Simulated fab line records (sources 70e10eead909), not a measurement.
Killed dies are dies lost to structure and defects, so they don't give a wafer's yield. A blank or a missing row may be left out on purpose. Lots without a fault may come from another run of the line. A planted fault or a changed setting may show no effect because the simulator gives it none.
Matching of chambers	flow nand-harc	NHARC_P_ZERO_WELL_ETCH_65 on rie-diel-12: 4 sister chambers
The step etches the open film in N2/H2, target depth 80 nm, overetch 24 nm, time 87.88 s. 8 wafers are shown with their chamber, then 8 later ones without.

## EACH WAFER AND ITS CHAMBER
wafer	chamber	drypump-motor-current-A (A)	rf-vpp-V (V)
L078.5	3	6.1	434.6
L083.4	2	5.8	428.0
L083.5	0	5.9	432.5
L083.6	1	6.5	430.0
L084.1	3	6.1	433.2
L084.2	0	5.8	433.2
L084.4	2	5.8	427.0
L089.4	1	6.5	431.7

## WAFERS WITHOUT THEIR CHAMBER
wafer	drypump-motor-current-A (A)	rf-vpp-V (V)
L089.5	6.1	433.9
L089.6	5.9	432.4
L090.1	6.1	432.2
L090.4	6.5	432.3
L090.5	5.9	426.4
L093.1	6.1	432.2
L093.3	6.5	431.1
L093.4	5.9	428.4

## EACH ONE'S CHAMBER
wafer	from the rows above	in truth
L089.5	3	3
L089.6	0	0
L090.1	3	3
L090.4	1	1
L090.5	2	2
L093.1	3	3
L093.3	1	1
L093.4	2	2
8 of 8 placed correctly. Not placeable from these rows: 0. Wrongly placed: 0.
How it was worked out, from the rows above alone: a wafer's distance from a chamber is the root of the sum, over the readings, of the square of ((its reading less the chamber's mean) divided by the reading's scatter). If the next closest chamber is less than 2 further off than the closest, the wafer can't be placed; otherwise it belongs to the closest. Each chamber's mean is taken over the wafers shown for it. The scatter is the square root of a quotient: the sum, over the shown wafers, of each reading's squared deviation from its chamber's mean, divided by wafers minus chambers.
